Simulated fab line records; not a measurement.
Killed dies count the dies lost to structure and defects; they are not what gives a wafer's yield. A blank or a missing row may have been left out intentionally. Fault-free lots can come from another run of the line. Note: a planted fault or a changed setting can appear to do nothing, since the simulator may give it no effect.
Comparing a struck lot with a sound one | flow n5Finfet | 15 out of 1938 route steps
Sound: these wafers, L287.1, L287.3, L287.4. Struck: wafer L298.6 (L298.1, L298.3, from the same lot, were not struck and are left out); the cause is given at the end.
Each step with rows lists, per side, the tool, then ch with its chambers, then its first start. Under that, the readings that differ: sound wafers | struck wafers | difference of the means | sigmas: that difference in standard deviations of wafers without a fault.
alike: words and numbers the same on both sides, and readings whose means are apart by under 2 such deviations; not compared: readings that were withheld, readings missing a value for some wafer, numbers with overlapping values and no deviation given by the record, and bounds like >300 which may hide the same value.
The two part at a step that has a row with sigmas, a row that says differs or no value, or rows on one side only. Numbers that don't overlap but have no deviation are shown without sigmas and don't part them. A reading missing from all wafers of one side parts the sides only when that side holds two or more wafers.

first, 8 steps without rows for these wafers: N5_PASSIVATION_HMDS_03 (time 60 s); N5_PASSIVATION_COAT_04; N5_PASSIVATION_EBR_06; N5_PASSIVATION_SOFTBAKE_05 (time 90 s); N5_PASSIVATION_EXPOSE_07 (exposes mask TV, defocus 0 nm, target cd 3000 nm); N5_PASSIVATION_PEB_08; N5_PASSIVATION_DEVELOP_09 (develop time 60 s); N5_PASSIVATION_HARDBAKE_11 (time 120 s).
N5_PASSIVATION_CD_MEAS_10 targets a cd of 3000 nm.
  sound on cdSem-01 ch 0, day 11 15:07; struck on cdSem-02 ch 0, day 14 15:16
  alike: cdNm
N5_PASSIVATION_OVL_MEAS_60:
  sound on overlay-01 ch 0, day 11 15:08; struck on overlay-02 ch 0, day 14 15:18
  alike: TV_OVL
N5_PASSIVATION_INSPECT_61: inspects for defects (macro).
  struck on defectInspect-02, day 14 15:20; sound on defectInspect-01, day 11 15:10
  alike: rawDefectCount
N5_PASSIVATION_DESCUM_12: chemistry O2, time 7.9 s.
  sound on rieDiel-01 ch 0,1,2, day 11 15:11; struck on rieDiel-04 ch 0, day 14 15:28
reading                  | sound       | struck | difference | sigmas
drypumpMotorCurrentA (A) | 5.3 5.5 5.6 | 6.5    | +1.0       | +2
  alike: oesProductAu, rfVppV, showerheadPlenumPTorr, throttleValvePct
  not compared: rfHoursCounterH
N5_PASSIVATION_PASS_ETCH_74: etches SiNx in CF4/O2, target depth 220 nm, time 110 s.
  sound on rieDiel-01 ch 0,1,2, day 11 15:16; struck on rieDiel-04 ch 0, day 14 15:32
reading                  | sound               | struck | difference | sigmas
cf4FlowSccm (sccm)       | 100.14 100.28 99.62 | 77.56  | -22.45     | -77
drypumpMotorCurrentA (A) | 5.2 5.5 5.6         | 6.6    | +1.2       | +3
throttleValvePct (%)     | 15.66 16.22 16.17   | 15.38  | -0.64      | -3
model.etch.depthNm (nm)  | 222 216.9 217.9     | 215    | -4         | 
  alike: oes_f_703_au, oesProductAu, rfVppV, showerheadPlenumPTorr
  not compared: rfHoursCounterH
N5_PASSIVATION_VIA_ETCH_13: etches SiO2 in CHF3/O2, target depth 660 nm, time 330 s.
  sound on rieDiel-01 ch 0,1,2, day 11 15:21; struck on rieDiel-04 ch 0, day 14 15:37
reading                  | sound       | struck | difference | sigmas
drypumpMotorCurrentA (A) | 5.3 5.5 5.6 | 6.6    | +1.1       | +3
  alike: etchRfOnTimeS, oes_f_703_au, oesProductAu, rfVppV, showerheadPlenumPTorr, throttleValvePct
  not compared: rfHoursCounterH
N5_PASSIVATION_PROBE_49:
  sound wafers here have rows in the record (prober-02, day 12 01:10); struck ones have none

WHERE THEY PART
Last at N5_PASSIVATION_PROBE_49 as far as this record goes, first at N5_PASSIVATION_DESCUM_12.

WHY: what the simulator had put in
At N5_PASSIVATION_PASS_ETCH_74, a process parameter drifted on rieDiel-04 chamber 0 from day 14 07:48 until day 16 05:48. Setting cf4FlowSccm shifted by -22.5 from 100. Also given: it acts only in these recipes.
